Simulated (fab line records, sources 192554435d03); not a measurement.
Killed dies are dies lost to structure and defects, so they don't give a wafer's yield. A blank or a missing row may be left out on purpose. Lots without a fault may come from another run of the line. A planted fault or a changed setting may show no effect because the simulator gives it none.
fab line records | flow n5_finfet | part 2 of 2: steps 22 to 30 of 30
record lots=5 wafers=15 last_day=18
route steps=1938 shown BEOL_M15@1825 PASS1_DEP@1831 MIM_BOT@1832 MIM_TOP@1834 MIM_TOP_LITHO@1839 MIM_TOP_ETCH@1851 MIM_BOT_LITHO@1854
lots that met no fault: from a run of the same line without faults
start_h: hours from the record's first day to the start of the lot's first wafer shown | wait_h: hours since the lot's step before | " the same as in the row above | L1.1+2: a row that stands for several wafers | - no value, or no start given | * or withheld: withheld | < > ~ a bound
route shown NAME@n: a module of which the file shows steps, and the number in the route of the first | usual: mean/standard deviation of fault-free wafers | same: alike in all rows | chamber/n: place in a boat | sites: the reading at each site | _std_site: their standard deviation | _edge_site: outer sites' mean less inner sites' | radius_mm: how far each site lies from the wafer's centre | mask NAME#n: copy n | behind: the tool/chamber that last shaped the wafer | hold: why the lot was held/for how many hours/how that ended | device: the transistor (n, p or np) that didn't switch | end of line: the same wafers' tests at the end of the route | a step without rows: its recipe alone | killed: dies lost to structure and defects at the first sort, not the wafer's yield | map: a wafer's dies, x killed, . not, _ none there
set.NAME: the setting as run; set.NAME@STEP: as run at that earlier step | model.NAME: the simulator's own value behind a step, which no gauge read
lots at some steps of the route; a table a step, a row a wafer
services: from which hour (start_h, from the record's first day; less than 0 if before it) a tool's chamber was out of use, for how many hours, and why
## steps
# step N5_MIM_TOP_LITHO_HARDBAKE_09
# recipe temp_c=130 time_s=120
# same time_s=120
# columns lot.wafer tool chamber start_h wait_h
L074.4+5+6 litho_track-05 0 - -
L079.4+5+6 litho_track-05 0 - -
L086.1+2+5 litho_track-05 0 - -
L089.1+3+6 litho_track-02 0 - -
L097.1+3+4 litho_track-02 0 - -
# step N5_MIM_TOP_LITHO_CD_MEAS_08
# recipe target_cd_nm=2000 landing_energy_ev=500 detector=se_inlens
# usual cd_nm=1997.4/2.6
# same landing_energy_ev=500
# columns lot.wafer tool chamber start_h wait_h cd_nm
L074.4 cd_sem-01 0 255.84 - 1996.1
L074.5 " 0 " " 1996.5
L074.6 " 0 " " 1996.9
L079.4 cd_sem-02 0 279.15 - 1995.1
L079.5 " 0 " " 1996.7
L079.6 " 0 " " 1996.9
L086.1 cd_sem-01 0 343.19 - 1996.3
L086.2 " 0 " " 1996.0
L086.5 " 0 " " 1995.3
L089.1 cd_sem-01 0 346.32 - 2003.2
L089.3 " 0 " " 1998.5
L089.6 " 0 " " 2001.9
L097.1 cd_sem-02 0 423.36 - 2003.2
L097.3 " 0 " " 1999.3
L097.4 " 0 " " 1996.0
# step N5_MIM_TOP_LITHO_OVL_MEAS_11
# recipe points_per_wafer=44
# usual MIM_TOP_OVL=0/5.7
# columns lot.wafer tool chamber start_h wait_h MIM_TOP_OVL[nm]
L074.4 overlay-01 0 255.86 0.0 -3
L074.5 " 0 " " -5
L074.6 " 0 " " -1
L079.4 overlay-02 0 279.18 0.0 3
L079.5 " 0 " " 4
L079.6 " 0 " " 0
L086.1 overlay-02 0 343.22 0.0 1
L086.2 " 0 " " 2
L086.5 " 0 " " 5
L089.1 overlay-02 0 346.35 0.0 -4
L089.3 " 0 " " 0
L089.6 " 0 " " -1
L097.1 overlay-02 0 423.39 0.0 -6
L097.3 " 0 " " -8
L097.4 " 0 " " -4
# step N5_MIM_TOP_LITHO_INSPECT_12
# recipe mode=adi inspect_instrument=macro
# usual raw_defect_count=2.2/1.4
# columns lot.wafer tool chamber start_h wait_h raw_defect_count
L074.4 defect_inspect-01 - 255.89 0.0 0
L074.5 " - " " 1
L074.6 " - " " 1
L079.4 defect_inspect-01 - 279.20 0.0 3
L079.5 " - " " 3
L079.6 " - " " 2
L086.1 defect_inspect-01 - 343.24 0.0 3
L086.2 " - " " 1
L086.5 " - " " 3
L089.1 defect_inspect-02 - 346.37 0.0 0
L089.3 " - " " 1
L089.6 " - " " 3
L097.1 defect_inspect-02 - 423.41 0.0 2
L097.3 " - " " 3
L097.4 " - " " 2
# step N5_MIM_TOP_LITHO_DESCUM_10
# recipe chemistry=O2 time_s=7.9 source_power_w=50 bias_power_w=20 pressure_mtorr=20 rf_frequency_hz=2.712e+07 temp_c=40 o2_flow_sccm=225
# usual drypump_motor_current_A=5.5/0.47 oes_product_au=0.78/0.06 rf_vpp_V=243.8/1.2 showerhead_plenum_p_Torr=2.14/0.061 throttle_valve_pct=20.46/0.26
# same time_s=7.9
# columns lot.wafer tool chamber start_h wait_h drypump_motor_current_A oes_product_au rf_hours_counter_h rf_vpp_V showerhead_plenum_p_Torr throttle_valve_pct
L074.4 rie_diel-01 1 256.00 0.1 5.7 0.83 - 244.4 2.21 20.67
L074.5 " 2 " " 5.2 0.79 - 243.2 2.08 19.99
L074.6 " 3 " " 5.7 0.75 - 242.7 2.10 20.78
L079.4 rie_diel-02 3 279.37 0.2 5.2 0.73 163 243.7 2.10 20.62
L079.5 " 1 " " 5.0 0.77 - 244.1 2.21 20.58
L079.6 " 2 " " 6.3 0.82 - 246.2 2.18 20.25
L086.1 rie_diel-02 2 343.29 0.1 6.3 0.79 107 244.2 2.17 20.31
L086.2 " 0 " " 4.9 0.73 208 244.3 2.07 20.46
L086.5 " 0 " " 4.9 0.73 - 243.4 2.07 20.47
L089.1 rie_diel-01 0 346.40 0.0 6.0 0.89 43 244.5 2.20 20.16
L089.3 " 1 " " 5.7 0.81 86 244.7 2.20 20.71
L089.6 " 2 " " 5.2 0.75 - 242.3 2.07 20.04
L097.1 rie_diel-02 3 423.45 0.0 5.2 0.69 211 241.2 2.09 20.68
L097.3 " 1 " " 5.0 0.71 180 243.2 2.19 20.67
L097.4 " 0 " " 4.9 0.70 233 242.3 2.06 20.48
# step N5_MIM_TOP_ETCH_ETCH_00
# recipe chemistry=Cl2/BCl3 target=TiN target_depth_a=385 ion_energy_ev=150 pressure_mtorr=10 icp_w=1000 bias_w=126 Cl2_flow_sccm=53.25 bcl3_flow_sccm=21.75 Ar_flow_sccm=25
# usual drypump_motor_current_A=5.7/0.35 oes_product_au=0.78/0.065 throttle_valve_pct=22.61/0.24
# columns lot.wafer tool chamber start_h wait_h drypump_motor_current_A oes_product_au rf_hours_counter_h throttle_valve_pct
L074.4 rie_metal-02 0 256.11 0.1 5.6 0.73 - 22.48
L074.5 " 0 " " 5.6 0.72 - 22.47
L074.6 " 1 " " 6.3 0.74 - 22.17
L079.4 rie_metal-01 0 279.50 0.1 5.2 0.88 - 22.87
L079.5 " 1 " " 5.5 0.92 - 22.80
L079.6 " 0 " " 5.2 0.88 - 22.89
L086.1 rie_metal-01 0 343.38 0.1 5.2 0.85 25 22.89
L086.2 " 1 " " 5.5 0.89 14 22.82
L086.5 " 0 " " 5.1 0.86 - 22.87
L089.1 rie_metal-01 0 346.49 0.1 5.2 0.85 25 22.90
L089.3 " 0 " " 5.2 0.85 - 22.88
L089.6 " 0 " " 5.2 0.85 - 22.88
L097.1 rie_metal-01 0 423.53 0.1 5.2 0.82 31 22.90
L097.3 " 0 " " 5.2 0.83 - 22.90
L097.4 " 1 " " 5.5 0.86 - 22.83
# step N5_MIM_TOP_ETCH_STRIP_01
# recipe chemistry=O2 power_w=600 temp_c=60 pressure_mtorr=30 rf_frequency_hz=6e+07 bias_power_w=0 overash_fraction=0.5 o2_flow_sccm=225
# usual drypump_motor_current_A=5.8/0.31 oes_product_au=0.80/0.081 rf_vpp_V=3.6/1.4 showerhead_plenum_p_Torr=2.08/0.096 throttle_valve_pct=16.56/0.22
# columns lot.wafer tool chamber start_h wait_h drypump_motor_current_A oes_product_au rf_hours_counter_h rf_vpp_V showerhead_plenum_p_Torr throttle_valve_pct
L074.4 rie_diel-04 2 256.23 0.1 6.0 0.90 - 2.8 2.13 16.48
L074.5 " 3 " " 5.6 0.76 - 4.6 1.94 16.52
L074.6 " 1 " " 6.1 0.70 - 7.9 2.18 16.65
L079.4 rie_diel-04 0 279.60 0.1 5.5 0.74 192 1.5 1.97 16.41
L079.5 " 0 " " 5.4 0.73 - 4.6 1.97 16.41
L079.6 " 3 " " 5.6 0.75 - 4.2 1.94 16.56
L086.1 rie_diel-06 1 343.52 0.1 6.2 0.84 77 2.5 2.04 16.79
L086.2 " 0 " " 5.4 0.91 21 3.8 2.23 16.35
L086.5 " 2 " " 5.9 0.87 - 5.2 2.11 16.22
L089.1 rie_diel-03 1 346.70 0.2 5.6 0.72 242 6.5 1.98 17.02
L089.3 " 2 " " 6.6 0.88 45 4.7 2.07 16.42
L089.6 " 2 " " 6.5 0.89 - 5.9 2.07 16.39
L097.1 rie_diel-06 3 423.67 0.1 5.9 0.73 196 1.0 2.01 16.94
L097.3 " 1 " " 6.2 0.82 100 2.3 2.03 16.83
L097.4 " 2 " " 5.8 0.83 58 3.6 2.10 16.31
# step N5_MIM_TOP_ETCH_PECVD_03
# recipe material=SiNx target_thk_a=200 temp_c=400 precursor=SiH4/NH3/N2 pressure_torr=1.5 rf_w=300 time_s=17.6
# usual heater_power_w=729/72 showerhead_plenum_p_Torr=5.15/0.079 throttle_valve_pct=40.0/1.5
# same time_s=17.6
# columns lot.wafer tool chamber start_h wait_h heater_power_w showerhead_plenum_p_Torr throttle_valve_pct
L074.4 pecvd-03 2 256.29 - 727 5.12 38.2
L074.5 " 0 " " 790 5.08 40.0
L074.6 " 1 " " 720 5.16 41.4
L079.4 pecvd-02 1 279.69 - 765 5.25 41.9
L079.5 " 2 " " 681 5.01 40.2
L079.6 " 0 " " 719 5.23 40.8
L086.1 pecvd-02 1 343.58 - 728 5.25 41.9
L086.2 " 0 " " 707 5.21 40.8
L086.5 " 2 " " 716 5.00 40.4
L089.1 pecvd-02 1 346.76 - 705 5.25 41.8
L089.3 " 2 " " 654 5.00 40.6
L089.6 " 2 " " 614 4.99 40.6
L097.1 pecvd-01 0 423.74 - 846 5.24 39.9
L097.3 " 2 " " 658 5.17 37.5
L097.4 " 2 " " 658 5.18 37.5
# step N5_MIM_BOT_LITHO_HMDS_01
# recipe time_s=60 temp_c=120
# same time_s=60
# columns lot.wafer tool chamber start_h wait_h
L074.4+5+6 litho_track-05 0 256.34 0.0
L079.4+5+6 litho_track-03 0 279.74 0.0
L086.1+2+5 litho_track-04 0 343.66 0.0
L089.1+3+6 litho_track-04 0 346.86 0.1
L097.1+3+4 litho_track-04 0 423.81 0.0
## services
# columns tool chamber start_h hours kind
ald_hk-01 - 230.93 2.1 repair
krf_scanner-02 - 231.76 3.6 pm
ald_hk-03 - 235.90 0.6 repair
pecvd-02 - 239.60 1.0 repair
pecvd-01 - 242.73 2.0 repair
rie_diel-04 0 250.43 17.9 repair
pecvd-01 1 268.27 3.6 repair
krf_scanner-02 - 269.88 1.3 pm
rie_metal-01 - 272.73 0.1 repair
ald_hk-03 - 281.63 6.0 pm
rie_diel-01 1 293.56 7.0 repair
pvd_sputter-02 - 305.99 6.3 repair
rie_diel-02 2 322.94 2.0 repair
krf_scanner-02 - 347.36 1.0 pm
pecvd-04 - 350.50 5.5 pm
krf_scanner-02 - 358.89 0.7 repair
pvd_sputter-02 - 359.20 3.8 repair
pecvd-04 - 359.46 1.0 repair
ald_hk-01 - 361.26 2.8 pm
krf_scanner-02 - 363.26 4.0 pm
pecvd-04 - 370.94 11.4 repair
krf_scanner-02 - 373.05 0.8 pm
ald_hk-01 - 391.46 4.3 pm
pvd_sputter-03 - 413.79 4.6 repair
